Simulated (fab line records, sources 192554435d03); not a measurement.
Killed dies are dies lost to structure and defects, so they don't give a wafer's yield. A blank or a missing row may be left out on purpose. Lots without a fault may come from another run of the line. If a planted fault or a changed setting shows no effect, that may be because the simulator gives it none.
fab line records	flow n5Finfet
[record] lots = 8	wafers = 24	lastDay = 20
route steps=1938 shown BEOL_M10@1511 BEOL_M15@1830 PASSIVATION@1936
lots that met no fault: from a run of the same line without faults
startH: hours from the record's opening day to when the first of the lot's shown wafers began	waitH: time in hours since the lot's previous step	" same as the row above	L1.1+2: several wafers, shown together as one row	- value missing, or start not given	* or withheld: withheld	< > ~ a bound
route shown NAME@n: a module of which the file shows steps, and the number in the route of the first	usual: average and standard deviation across the fault-free wafers	same: alike in all rows	chamber/n: place in a boat	sites: the reading at each site	_std_site: how widely they spread, as a standard deviation	_edge_site: the outer-site mean with the inner-site mean subtracted	radiusMm: for every site, how far away it sits from the centre of the wafer	mask NAME#n: copy n	behind: the last tool/chamber to shape the wafer	hold: what put the lot on hold/how long, in hours/how the hold closed	device: names the non-switching transistor (n, p or np)	end of line: the same wafers' tests at the end of the route	step lacking rows: just its recipe	killed: dies lost to structure and defects at the first sort, not the wafer's yield	map: the dies of a wafer, with x for killed, . for not killed, _ for no die there
set.NAME: setting as actually run; set.NAME@STEP: the setting as run at that earlier step	model.NAME: the simulator's own value behind a step, which no gauge read
a sample of lots followed through the steps of the route, with each step as a table and each wafer as a row
services: a tool's chamber out of use, with start hour (startH, from the record's first day; less than 0 if before it), hours out, and reason
[[steps]]
[step N5_BEOL_M10_STRIP_36]
[recipe] chemistry = N2/H2	powerW = 450	tempC = 40	pressureMtorr = 20	rfFrequencyHz = 6e+07	overashFraction = 0.3	biasPowerW = 7	h2Frac = 0.5	n2FlowSccm = 200	h2FlowSccm = 200
[usual] drypumpMotorCurrentA = 5.8/0.42	oesProductAu = 0.81/0.1	rfVppV = 59.0/1.9	showerheadPlenumPTorr = 2.54/0.053	throttleValvePct = 23.52/0.23
lot.wafer	tool	chamber	startH	waitH	drypumpMotorCurrentA	oesProductAu	rfHoursCounterH	rfVppV	showerheadPlenumPTorr	throttleValvePct
L367.1	rieDiel-04	0	302.54	0.0	6.0	0.94	12	55.4	2.49	23.36
L367.2	"	3	"	"	5.4	0.95	6	56.8	2.60	23.69
L367.5	"	0	"	"	6.0	0.90	-	60.2	2.50	23.33
L368.1	rieDiel-04	2	312.06	0.0	6.2	0.70	234	57.9	2.50	23.57
L368.3	"	3	"	"	5.4	0.95	10	59.9	2.60	23.63
L368.4	"	3	"	"	5.3	0.95	-	60.3	2.59	23.66
L372.3	rieDiel-04	0	332.07	0.0	6.0	0.89	23	56.8	2.49	23.34
L372.5	"	1	"	"	5.3	0.95	-	58.5	2.60	23.29
L372.6	"	0	"	"	6.0	0.88	-	58.8	2.49	23.35
L378.3	rieDiel-05	1	360.49	0.0	6.3	0.79	105	60.9	2.45	23.23
L378.5	"	0	"	"	6.1	0.69	-	58.5	2.52	23.74
L378.6	"	3	"	"	5.5	0.70	-	59.6	2.61	23.56
L383.3	rieDiel-05	3	378.90	0.0	5.5	0.70	244	59.3	2.61	23.60
L383.5	"	0	"	"	6.1	0.69	-	57.7	2.51	23.72
L383.6	"	1	"	"	6.3	0.78	-	56.7	2.45	23.24
L387.1	rieDiel-04	3	407.90	0.0	5.3	0.86	43	63.2	2.58	23.70
L387.2	"	2	"	"	6.3	0.94	12	57.1	2.49	23.27
L387.6	"	2	"	"	6.2	0.95	-	58.5	2.49	23.28
L386.1	rieDiel-02	3	408.64	0.0	5.8	0.85	54	58.6	2.58	23.63
L386.3	"	2	"	"	4.9	0.67	247	58.0	2.50	24.11
L386.6	"	3	"	"	5.8	0.86	-	61.7	2.58	23.67
L384.1	rieDiel-04	2	428.47	0.0	6.3	0.92	19	58.8	2.48	23.31
L384.2	"	1	"	"	5.3	0.86	44	63.3	2.59	23.36
L384.6	"	0	"	"	6.0	0.83	-	55.4	2.47	23.37
[step N5_BEOL_M10_TRENCH_ETCH_37]
[recipe] chemistry = C4F6/O2	targetDepthA = 1488.3	target = SiCOH_lowk	timeS = 48	ionEnergyEv = 250	pressureMtorr = 30	sourceW = 345	biasW = 185	Ar_flow_sccm = 300	C4F6_flow_sccm = 10	O2_flow_sccm = 10
[usual] drypumpMotorCurrentA = 5.8/0.42	oesProductAu = 0.81/0.1	rfVppV = 666/5.7	showerheadPlenumPTorr = 2.85/0.058	throttleValvePct = 20.81/0.22
lot.wafer	tool	chamber	startH	waitH	drypumpMotorCurrentA	oesProductAu	rfHoursCounterH	rfVppV	showerheadPlenumPTorr	throttleValvePct
L367.1	rieDiel-04	0	-	-	6.0	0.91	12	665	2.79	20.52
L367.2	"	3	"	"	5.4	0.97	6	655	2.92	20.83
L367.5	"	0	"	"	6.0	0.92	-	666	2.79	20.52
L368.1	rieDiel-04	2	-	-	6.2	0.70	234	666	2.80	20.96
L368.3	"	3	"	"	5.3	0.94	10	655	2.92	20.84
L368.4	"	3	"	"	5.4	0.94	-	653	2.92	20.83
L372.3	rieDiel-04	0	-	-	6.0	0.89	23	665	2.79	20.54
L372.5	"	1	"	"	5.4	0.95	-	673	2.92	20.57
L372.6	"	0	"	"	6.0	0.89	-	665	2.79	20.53
L378.3	rieDiel-05	1	-	-	6.3	0.78	105	669	2.75	20.70
L378.5	"	0	"	"	6.1	0.70	-	663	2.83	21.07
L378.6	"	3	"	"	5.4	0.69	-	664	2.92	20.94
L383.3	rieDiel-05	3	-	-	5.5	0.67	244	665	2.92	20.98
L383.5	"	0	"	"	6.1	0.69	-	663	2.83	21.07
L383.6	"	1	"	"	6.3	0.78	-	670	2.75	20.71
L387.1	rieDiel-04	3	-	-	5.3	0.88	43	655	2.90	20.89
L387.2	"	2	"	"	6.2	0.94	12	664	2.79	20.65
L387.6	"	2	"	"	6.3	0.96	-	667	2.79	20.65
L386.1	rieDiel-02	3	-	-	5.8	0.87	54	666	2.88	20.79
L386.3	"	2	"	"	4.9	0.68	247	673	2.81	21.30
L386.6	"	3	"	"	5.8	0.87	-	668	2.88	20.80
L384.1	rieDiel-04	2	-	-	6.3	0.92	19	667	2.79	20.66
L384.2	"	1	"	"	5.3	0.87	44	674	2.90	20.63
L384.6	"	0	"	"	6.0	0.83	-	664	2.77	20.58
[step N5_BEOL_M10_ALD_74]
[recipe] material = TaN	targetThkA = 20	tempC = 275	aldPrecursorFamily = PDMAT	aldCoReactant = NH3	pressureTorr = 3	carrierFlowSccm = 1500	pulseTimeS = 2	purgeTimeS = 3	coReactantPurgeTimeS = 2	coReactantPulseTimeS = 3	aldCycles = 40	precursorVesselTempC = 75	precursorVesselPressureTorr = 26.25	precursorVesselCarrierSccm = 1000
[usual] aldCycles = 40/0	heaterPowerW = 417/31
lot.wafer	tool	chamber	startH	waitH	aldCycles	heaterPowerW
L367.1	aldMetal-03	3	305.34	0.0	40	446
L367.2	"	2	"	"	40	438
L367.5	"	2	"	"	40	429
L368.1	aldMetal-02	0	313.52	0.0	40	427
L368.3	"	2	"	"	40	425
L368.4	"	1	"	"	40	444
L372.3	aldMetal-01	1	333.09	0.1	40	396
L372.5	"	2	"	"	40	394
L372.6	"	1	"	"	40	391
L378.3	aldMetal-03	2	363.16	0.1	40	407
L378.5	"	0	"	"	40	397
L378.6	"	1	"	"	40	363
L383.3	aldMetal-01	3	380.13	0.0	40	461
L383.5	"	2	"	"	40	391
L383.6	"	1	"	"	40	398
L387.1	aldMetal-01	2	408.93	0.0	40	383
L387.2	"	0	"	"	40	456
L387.6	"	1	"	"	40	391
L386.1	aldMetal-02	2	409.64	0.1	40	408
L386.3	"	3	"	"	40	456
L386.6	"	1	"	"	40	435
L384.1	aldMetal-03	3	429.63	0.0	24	391
L384.2	"	2	"	"	24	405
L384.6	"	1	"	"	24	363
[step N5_BEOL_M10_CMP_52]
[recipe] stopOn = SiCOH_lowk	tOverpolishS = 7	downForcePsi = 1	platenRpm = 50	clearingPlatenDownForcePsi = 1.5	clearingPlatenRpm = 50	postCmpClean = cuAlkaline	targetThkNm = 140	clearingPlatenPadVelocityMS = 0.99484	padVelocityMS = 0.99484
[usual] edgeZonePressureFrac = 0.999/0.0047	motorCurrentA = 6.1/0.72
lot.wafer	tool	chamber	startH	waitH	edgeZonePressureFrac	motorCurrentA
L367.2	cmp-04	3	306.67	0.2	1.008	5.9
L367.1	"	0	"	"	1.009	6.7
L367.5	"	2	"	"	1.001	5.4
L368.3	cmp-02	2	314.76	0.2	1.000	7.3
L368.1	"	3	"	"	0.999	5.7
L368.4	"	0	"	"	1.004	7.3
L372.3	cmp-01	2	334.84	0.2	1.001	6.5
L372.6	"	1	"	"	1.006	6.2
L372.5	"	2	"	"	0.998	6.3
L378.3	cmp-01	0	364.40	0.2	0.999	5.4
L378.5	"	0	"	"	0.996	5.3
L378.6	"	1	"	"	1.001	6.0
L383.3	cmp-04	3	381.99	0.2	0.996	5.9
L383.6	"	2	"	"	0.991	5.7
L383.5	"	3	"	"	0.991	5.9
L387.2	cmp-02	0	410.02	0.2	0.997	7.7
L387.1	"	3	"	"	1.009	5.5
L387.6	"	0	"	"	1.006	7.3
L386.3	cmp-04	0	412.62	0.2	0.988	6.2
L386.1	"	2	"	"	1.000	5.4
L386.6	"	0	"	"	0.995	6.6
L384.2	cmp-02	3	430.79	0.3	0.994	5.8
L384.1	"	0	"	"	0.995	7.7
L384.6	"	2	"	"	0.992	6.9
[step N5_BEOL_M15_RC_MEAS_101]
[usual] COMB_M10 = 1.5e-11/3.4e-12	COMB_M10_max_site = 2.1e-11/4.9e-12	COMB_M11 = 1.51e-11/2.7e-12	COMB_M11_max_site = 2.2e-11/4.4e-12	COMB_M12 = 6.6e-12/1.5e-12	COMB_M13 = 5.2e-12/1.3e-12	COMB_M14 = 4e-12/1.2e-12	COMB_M15 = 2.8e-12/1e-12	COMB_M5 = 3.7e-11/8.2e-12	COMB_M6 = 2.6e-11/5.6e-12	COMB_M7 = 2.6e-11/5.7e-12	COMB_M8 = 2.5e-11/5.2e-12	COMB_M9 = 1.5e-11/3e-12	SERP_M10 = 3.07/0.075	SERP_M11 = 3.07/0.063	SERP_M12 = 0.640/0.014	SERP_M13 = 0.309/0.0055	SERP_M14 = 0.1595/0.0029	SERP_M5 = 38.4/1.5	SERP_M6 = 13.8/0.44	SERP_M7 = 13.8/0.45	SERP_M8 = 13.8/0.46	SERP_M9 = 3.06/0.076
lot.wafer	tool	chamber	startH	waitH	COMB_M10[S/m]	COMB_M10_max_site[S/m]	COMB_M11[S/m]	COMB_M11_max_site[S/m]	COMB_M12[S/m]	COMB_M13[S/m]	COMB_M14[S/m]	COMB_M15[S/m]	COMB_M5[S/m]	COMB_M6[S/m]	COMB_M7[S/m]	COMB_M8[S/m]	COMB_M9[S/m]	SERP_M10[ohm/um]	SERP_M11[ohm/um]	SERP_M12[ohm/um]	SERP_M13[ohm/um]	SERP_M14[ohm/um]	SERP_M5[ohm/um]	SERP_M6[ohm/um]	SERP_M7[ohm/um]	SERP_M8[ohm/um]	SERP_M9[ohm/um]
L367.1	prober-02	0	341.15	0.0	1.5e-11	2.5e-11	1.36e-11	2.1e-11	4.6e-12	4.7e-12	5.7e-12	3.3e-12	3.5e-11	2.1e-11	1.6e-11	2.2e-11	1.2e-11	3.07	3.07	0.634	0.319	0.1570	38.3	13.5	14.3	13.7	3.11
L367.2	"	0	"	"	1.3e-11	2e-11	1.58e-11	1.9e-11	5.2e-12	5.6e-12	4.9e-12	3.6e-12	2.9e-11	2.8e-11	3.2e-11	1.7e-11	1.5e-11	2.97	3.08	0.637	0.322	0.1596	38.7	13.9	13.7	13.9	3.02
L367.5	"	0	"	"	1.5e-11	2.2e-11	1.5e-11	1.8e-11	6e-12	4.7e-12	5.3e-12	2.8e-12	3.5e-11	2.2e-11	2.7e-11	1.9e-11	1.3e-11	2.94	3.13	0.644	0.320	0.1598	37.8	14.2	14.0	13.6	3.04
L368.1	prober-02	0	348.76	0.0	1.9e-11	2.3e-11	1.33e-11	1.9e-11	6.2e-12	5.3e-12	5.9e-12	3.9e-12	3.2e-11	3.1e-11	3.4e-11	2.6e-11	1.2e-11	3.07	3.09	0.650	0.305	0.1613	40.7	14.5	14.0	14.9	3.22
L368.3	"	0	"	"	1.4e-11	2.3e-11	1.17e-11	2.2e-11	6.8e-12	5e-12	3.8e-12	3.8e-12	3.6e-11	2e-11	2.2e-11	2.1e-11	1.5e-11	3.01	3.11	0.639	0.316	0.1575	40.2	14.5	13.5	14.1	3.15
L368.4	"	0	"	"	2.5e-11	3e-11	1.39e-11	2.1e-11	6.8e-12	6.9e-12	4.8e-12	3e-12	3.5e-11	2.8e-11	2.4e-11	2.1e-11	2e-11	2.97	3.04	0.645	0.315	0.1582	37.7	14.2	13.1	13.7	3.08
L372.3	prober-02	0	373.62	0.3	1.9e-11	2.2e-11	1.26e-11	1.7e-11	7.4e-12	5.4e-12	4.8e-12	3.7e-12	3.5e-11	2.8e-11	2.1e-11	2.1e-11	1.2e-11	3.01	3.08	0.639	0.313	0.1625	38.1	13.2	13.0	14.2	3.06
L372.5	"	0	"	"	1.5e-11	1.9e-11	2.01e-11	3e-11	6.4e-12	5.6e-12	4.2e-12	3.1e-12	3e-11	2.6e-11	1.9e-11	3e-11	1.2e-11	3.04	3.02	0.647	0.306	0.1620	37.8	13.7	13.9	13.6	3.02
L372.6	"	0	"	"	2e-11	2.5e-11	1.82e-11	2.6e-11	6.4e-12	6.5e-12	3.9e-12	2.9e-12	5e-11	2.2e-11	2.4e-11	2.1e-11	1.7e-11	3.03	2.98	0.651	0.314	0.1596	38.6	13.3	12.7	13.9	3.14
L378.3	prober-02	0	399.62	0.3	1.4e-11	2.2e-11	1.85e-11	3.3e-11	8.2e-12	3.7e-12	4.8e-12	2.8e-12	4e-11	2e-11	2.4e-11	2.9e-11	2e-11	3.14	3.08	0.641	0.308	0.1611	39.1	13.2	14.5	14.0	3.09
L378.5	"	0	"	"	1.4e-11	1.8e-11	1.71e-11	2.3e-11	7.1e-12	4e-12	4.3e-12	4.5e-12	3.7e-11	2.9e-11	2.7e-11	3.1e-11	1.5e-11	3.13	3.12	0.651	0.302	0.1603	37.6	13.6	13.8	14.1	2.98
L378.6	"	0	"	"	1.2e-11	1.5e-11	1.54e-11	2.2e-11	7.1e-12	4.9e-12	5e-12	3.3e-12	3.5e-11	2.9e-11	2.5e-11	2.5e-11	1.2e-11	3.20	3.02	0.657	0.305	0.1578	38.7	13.1	14.0	13.8	3.11
L383.3	prober-01	0	420.46	0.3	1.4e-11	1.6e-11	1.1e-11	2.1e-11	5.6e-12	3.8e-12	3.4e-12	1.1e-12	3.7e-11	1.5e-11	1.6e-11	1.9e-11	1.2e-11	3.24	3.08	0.621	0.306	0.1614	38.4	13.4	13.0	12.9	3.12
L383.5	"	0	"	"	1.4e-11	2e-11	1.58e-11	2.4e-11	5.2e-12	4.6e-12	8e-13	1e-12	3.5e-11	2.1e-11	2.5e-11	2e-11	1.5e-11	3.10	3.03	0.634	0.304	0.1632	38.0	14.1	13.7	13.3	3.01
L383.6	"	0	"	"	9e-12	1.5e-11	1.3e-11	2e-11	4.4e-12	2.3e-12	1.5e-12	1.6e-12	3.4e-11	2.9e-11	2.5e-11	2.4e-11	1.5e-11	3.10	3.08	0.611	0.303	0.1587	38.3	13.6	13.2	13.2	3.19
L387.1	prober-02	0	440.79	0.0	1.6e-11	2.1e-11	1.67e-11	3e-11	6.9e-12	4.8e-12	3.8e-12	3.3e-12	2.8e-11	3.2e-11	2.7e-11	2.4e-11	9e-12	3.03	3.06	0.642	0.302	0.1598	39.6	13.8	12.9	13.0	3.04
L387.2	"	0	"	"	1.5e-11	1.9e-11	2.08e-11	3.1e-11	8.1e-12	5.8e-12	4.2e-12	3.4e-12	2e-11	2.4e-11	2e-11	2.2e-11	1.8e-11	3.01	3.12	0.636	0.300	0.1612	39.8	14.6	14.0	13.7	2.99
L387.6	"	0	"	"	1.3e-11	1.8e-11	1.67e-11	2.6e-11	7.2e-12	5.5e-12	4.4e-12	3.1e-12	2.6e-11	2.7e-11	3.6e-11	2.1e-11	1.7e-11	2.92	3.10	0.640	0.298	0.1569	38.1	14.0	13.9	13.5	3.11
L386.1	prober-01	0	445.75	0.0	1.4e-11	2e-11	1.26e-11	1.9e-11	6.9e-12	4.1e-12	3.4e-12	1.2e-12	6.6e-11	1.7e-11	1.3e-11	2.5e-11	1.4e-11	3.06	2.93	0.633	0.304	0.1568	41.6	13.7	14.2	14.1	3.14
L386.3	"	0	"	"	1e-11	1.8e-11	1.58e-11	2.8e-11	5e-12	3.1e-12	3.2e-12	1.4e-12	4.1e-11	2.3e-11	2.8e-11	2.2e-11	1.1e-11	3.09	2.92	0.631	0.311	0.1617	39.1	13.4	13.6	13.8	3.05
L386.6	"	0	"	"	1e-11	1.9e-11	1.19e-11	1.9e-11	7.7e-12	4e-12	3e-12	2.1e-12	5.7e-11	1.6e-11	2.6e-11	2.3e-11	1.7e-11	3.04	2.97	0.637	0.307	0.1618	38.7	13.5	14.5	14.6	3.12
L384.1	prober-01	0	463.11	0.0	3.7e-11	6.4e-11	1.69e-11	2.9e-11	6.9e-12	3.3e-12	2.9e-12	1.1e-12	3.9e-11	1.8e-11	2.4e-11	2.6e-11	1.5e-11	2.90	3.02	0.636	0.313	0.1584	37.3	14.7	14.6	12.7	3.02
L384.2	"	0	"	"	4.3e-11	4.6e-11	1.47e-11	2e-11	8.2e-12	4.9e-12	2e-12	1.2e-12	3.5e-11	1.5e-11	2.4e-11	1.9e-11	1.7e-11	2.94	3.23	0.636	0.304	0.1619	38.8	15.0	13.7	13.6	3.11
L384.6	"	0	"	"	3.7e-11	4.9e-11	1.3e-11	1.6e-11	7e-12	4.3e-12	3.1e-12	1e-12	4.2e-11	2e-11	2.7e-11	1.9e-11	1.2e-11	2.99	3.14	0.664	0.298	0.1564	39.3	13.9	14.2	13.6	3.03
// sites COMB_M10 radiusMm=0,75,75,75,75,140,140,140,140
L367.1 1.2e-11 1.7e-11 1.4e-11 1.7e-11 1e-11 1.5e-11 2.5e-11 1.3e-11 1.7e-11
L368.1 1.6e-11 2e-11 1.4e-11 1.9e-11 1.7e-11 2.1e-11 1.2e-11 2.3e-11 1.9e-11
L372.3 1.7e-11 2.2e-11 2.1e-11 1.5e-11 2e-11 1.8e-11 1.7e-11 1.9e-11 2e-11
L378.3 1.4e-11 1e-11 1.4e-11 1.6e-11 1.3e-11 1.2e-11 1.2e-11 1.9e-11 2.2e-11
L383.3 1.2e-11 1.5e-11 1.6e-11 1.3e-11 1.4e-11 1.4e-11 1.3e-11 1.6e-11 1.2e-11
L387.1 1.4e-11 1.6e-11 1.7e-11 1.3e-11 1.8e-11 1.3e-11 2e-11 2.1e-11 1.5e-11
L386.1 1.4e-11 1.6e-11 1.6e-11 1.7e-11 2e-11 1.1e-11 8e-12 1.4e-11 1.3e-11
L384.1 3.8e-11 3.7e-11 2.9e-11 6.4e-11 2.9e-11 2.5e-11 3.3e-11 3.8e-11 3.7e-11
[step N5_PASSIVATION_PROBE_49]
[usual] killed_at_M0_to_M3 = 37/12	killed_at_M4_up = 15/5.6	killedAtContacts = 13/6.9	killedAtFrontEnd = 40/11	killedAtOther = 4/3.2	killedDies = 109/20	killedOnRim = 14/4.3	killedOpen = 73/15	killedShort = 35/8.3
[same] grossDies = 1180	killedAtBackSide = 0
lot.wafer	tool	chamber	startH	waitH	killed_at_M0_to_M3	killed_at_M4_up	killedAtContacts	killedAtFrontEnd	killedAtOther	killedDies	killedOnRim	killedOpen	killedShort
L367.1	prober-02	-	356.98	0.0	21	12	9	30	1	73	10	46	27
L367.2	prober-02	-	357.03	0.1	32	22	8	30	2	94	15	56	37
L367.5	prober-02	-	357.18	0.2	21	13	12	29	1	76	6	54	22
L368.1	prober-02	-	363.73	0.0	34	10	24	43	4	115	16	74	39
L368.3	prober-02	-	363.83	0.1	30	10	15	42	0	97	9	63	33
L368.4	prober-02	-	363.88	0.2	23	10	18	46	4	101	11	62	37
L372.3	prober-01	-	387.63	0.1	20	12	8	63	2	105	13	79	24
L372.5	prober-01	-	387.73	0.2	38	8	13	50	4	113	12	71	42
L372.6	prober-01	-	387.78	0.3	26	9	8	53	4	100	10	61	37
L378.3	prober-01	-	411.94	0.1	39	13	8	35	1	96	14	68	28
L378.5	prober-01	-	412.04	0.2	34	8	8	44	3	97	11	50	47
L378.6	prober-01	-	412.09	0.3	39	12	5	32	4	92	10	61	30
L384.1	prober-02	-	478.44	0.0	32	13	15	174	5	239	30	69	37
L384.2	prober-02	-	478.49	0.1	31	22	17	151	4	225	32	80	29
L384.6	prober-02	-	478.69	0.3	21	20	9	204	8	262	17	63	32
// killed by level:class
L367.1 FIN_SAQP:geometricParticle:open=9 FIN_SAQP:geometricParticle:short=9 MOL_CONTACT_COAG:geometricParticle:open=7 BEOL_M2:geometricParticle:open=4 STARTING-WAFER:geometricParticle:short=4 BEOL_M0_SAQP:geometricParticle:short=3 BEOL_M0_SAQP:geometricParticle:open=3 BEOL_M3:geometricParticle:open=3
L367.2 BEOL_M4:geometricParticle:open=12 BEOL_M0_SAQP:geometricParticle:short=8 BEOL_M1:geometricParticle:open=7 FIN_SAQP:geometricParticle:open=6 MOL_CONTACT_COAG:geometricParticle:open=6 BEOL_M2:geometricParticle:open=6 DUMMY_GATE:geometricParticle:open=5 FIN_SAQP:geometricParticle:short=4
L367.5 MOL_CONTACT_COAG:geometricParticle:open=10 BEOL_M4:geometricParticle:open=7 BEOL_M2:geometricParticle:open=7 DUMMY_GATE:geometricParticle:open=5 FIN_SAQP:geometricParticle:open=4 GATE_CUT:geometricParticle:short=4 BEOL_M0_SAQP:geometricParticle:open=4 STARTING-WAFER:geometricParticle:short=4
L368.1 MOL_CONTACT_COAG:geometricParticle:open=19 STI_FIN_REVEAL:geometricParticle:open=12 BEOL_M2:geometricParticle:open=10 FIN_SAQP:geometricParticle:short=7 BEOL_M0_SAQP:geometricParticle:short=6 MOL_CONTACT_COAG:geometricParticle:short=5 BEOL_M0:geometricParticle:open=5 FIN_SAQP:geometricParticle:open=4
L368.3 BEOL_M2:geometricParticle:open=13 STI_FIN_REVEAL:geometricParticle:open=11 MOL_CONTACT_COAG:geometricParticle:open=11 FIN_SAQP:geometricParticle:short=7 FIN_SAQP:geometricParticle:open=5 MOL_CONTACT_COAG:geometricParticle:short=4 BEOL_M0_SAQP:geometricParticle:short=4 BEOL_M1:geometricParticle:open=4
L368.4 MOL_CONTACT_COAG:geometricParticle:open=13 FIN_SAQP:geometricParticle:open=10 BEOL_M2:geometricParticle:open=9 FIN_SAQP:geometricParticle:short=6 STI_FIN_REVEAL:geometricParticle:open=6 STI_FIN_REVEAL:geometricParticle:short=5 DUMMY_GATE:geometricParticle:open=5 MOL_CONTACT_COAG:geometricParticle:short=5
L372.3 FIN_SAQP:geometricParticle:open=24 FIN_SAQP:geometricParticle:short=10 STI_FIN_REVEAL:geometricParticle:open=9 MOL_CONTACT_COAG:geometricParticle:open=8 BEOL_M4:geometricParticle:open=6 BEOL_M2:geometricParticle:open=5 GATE_CUT:geometricParticle:short=5 DUMMY_GATE:geometricParticle:open=4
L372.5 STI_FIN_REVEAL:geometricParticle:open=12 MOL_CONTACT_COAG:geometricParticle:open=10 BEOL_M3:geometricParticle:open=10 FIN_SAQP:geometricParticle:short=6 GATE_CUT:geometricParticle:short=6 BEOL_M0_SAQP:geometricParticle:short=6 FIN_SAQP:geometricParticle:open=5 STI_FIN_REVEAL:geometricParticle:short=5
L372.6 FIN_SAQP:geometricParticle:open=9 STI_FIN_REVEAL:geometricParticle:open=9 FIN_SAQP:geometricParticle:short=7 GATE_CUT:geometricParticle:short=6 MOL_CONTACT_COAG:geometricParticle:open=6 BEOL_M4:geometricParticle:open=5 BEOL_M2:geometricParticle:open=5 DUMMY_GATE:geometricParticle:open=4
L378.3 BEOL_M0_SAQP:geometricParticle:short=11 STI_FIN_REVEAL:geometricParticle:open=10 BEOL_M1:geometricParticle:open=9 MOL_CONTACT_COAG:geometricParticle:open=8 BEOL_M2:geometricParticle:open=8 BEOL_M0_SAQP:geometricParticle:open=6 ILD0:geometricParticle:open=4 FIN_SAQP:geometricParticle:open=3
L378.5 FIN_SAQP:geometricParticle:short=12 BEOL_M0_SAQP:geometricParticle:short=12 STI_FIN_REVEAL:geometricParticle:open=10 BEOL_M0_SAQP:geometricParticle:open=8 MOL_CONTACT_COAG:geometricParticle:open=5 FIN_SAQP:geometricParticle:open=4 ILD0:geometricParticle:short=4 MOL_CONTACT_COAG:geometricParticle:short=3
L378.6 STI_FIN_REVEAL:geometricParticle:open=10 BEOL_M3:geometricParticle:open=9 BEOL_M2:geometricParticle:open=7 BEOL_M0_SAQP:geometricParticle:short=6 BEOL_M0_SAQP:geometricParticle:open=5 BEOL_M0:geometricParticle:open=5 FIN_SAQP:geometricParticle:open=4 MOL_CONTACT_COAG:geometricParticle:open=4
L384.1 FIN_SAQP:unspecified=130 MOL_CONTACT_COAG:geometricParticle:open=11 FIN_SAQP:geometricParticle:short=9 STI_FIN_REVEAL:geometricParticle:open=8 FIN_SAQP:geometricParticle:open=6 BEOL_M0_SAQP:geometricParticle:open=6 BEOL_M3:geometricParticle:open=6 STARTING-WAFER:geometricParticle:open=6
L384.2 FIN_SAQP:unspecified=111 STI_FIN_REVEAL:geometricParticle:open=16 MOL_CONTACT_COAG:geometricParticle:open=13 BEOL_M2:geometricParticle:open=9 BEOL_M3:geometricParticle:open=6 BEOL_M4:geometricParticle:open=6 FIN_SAQP:geometricParticle:short=5 BEOL_M1:geometricParticle:open=5
L384.6 FIN_SAQP:unspecified=164 BEOL_M4:geometricParticle:open=11 STI_FIN_REVEAL:geometricParticle:open=9 MOL_CONTACT_COAG:geometricParticle:open=8 STI_FIN_REVEAL:geometricParticle:short=6 BEOL_M1:geometricParticle:open=6 FIN_SAQP:geometricParticle:short=5 FIN_SAQP:geometricParticle:open=5
[[services]]
tool	chamber	startH	hours	kind
rieDiel-04	-	278.67	4.3	pm
cmp-01	-	288.63	2.4	repair
aldMetal-02	-	301.82	2.9	repair
rieDiel-05	1	302.74	4.3	repair
rieDiel-02	2	303.28	3.9	repair
cmp-02	-	319.57	0.9	repair
cmp-01	-	327.51	4.0	pm
aldMetal-03	-	328.65	2.8	pm
cmp-04	-	331.17	1.9	repair
cmp-01	-	335.24	6.8	pm
aldMetal-01	-	335.40	2.4	repair
aldMetal-03	-	337.25	14.0	pm
cmp-02	-	343.07	2.4	repair
cmp-02	-	349.95	2.2	repair
rieDiel-02	2	364.20	19.8	repair
cmp-02	-	375.92	0.5	repair
cmp-01	-	384.90	4.7	repair
rieDiel-02	1	387.70	4.1	repair
rieDiel-04	3	393.95	5.8	repair
cmp-04	-	396.63	9.5	pm
rieDiel-04	0	402.36	3.0	repair
cmp-04	-	417.02	2.2	pm
rieDiel-02	-	419.96	0.5	repair
cmp-01	-	420.08	4.2	pm
[[key]]
[firstSign] step = N5_BEOL_M10_ALD_74	reading = aldCycles	direction = down	sigmas = 99+	usual = *	struck = *
[effect] step = N5_BEOL_M15_RC_MEAS_101	reading = COMB_M10	direction = up	sigmas = 7.2	usual = 1.5e-11	struck = 3.9e-11
metAt N5_BEOL_M10_ALD_74
struckLots L384
testerLeftOut L384
notActingAt N5_BEOL_M10_STRIP_36,N5_BEOL_M10_TRENCH_ETCH_37,N5_BEOL_M10_CMP_52
onsetBetween 363.16 429.63
[earlierFault] kind = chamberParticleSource	tool = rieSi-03	chamber = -	onsetH = 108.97	steps = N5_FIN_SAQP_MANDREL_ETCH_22	ratePerVisitCm2 = 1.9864	untilTheNextWetClean = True
[fault] kind = processParameterDrift	tool = aldMetal-03	chamber = -	onsetH = 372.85	steps = N5_BEOL_M10_ALD_74	channel = aldCycles	offset = *	shape = step	actsIn = *	stated = *
// testerLeftOut: of these lots the tester's yield and bins aren't shown, on N5 and GAA mostly nor the transistor test; their killed dies are dies lost to structure and defects alone, not to doping, threshold or leakage, so they don't give the yield
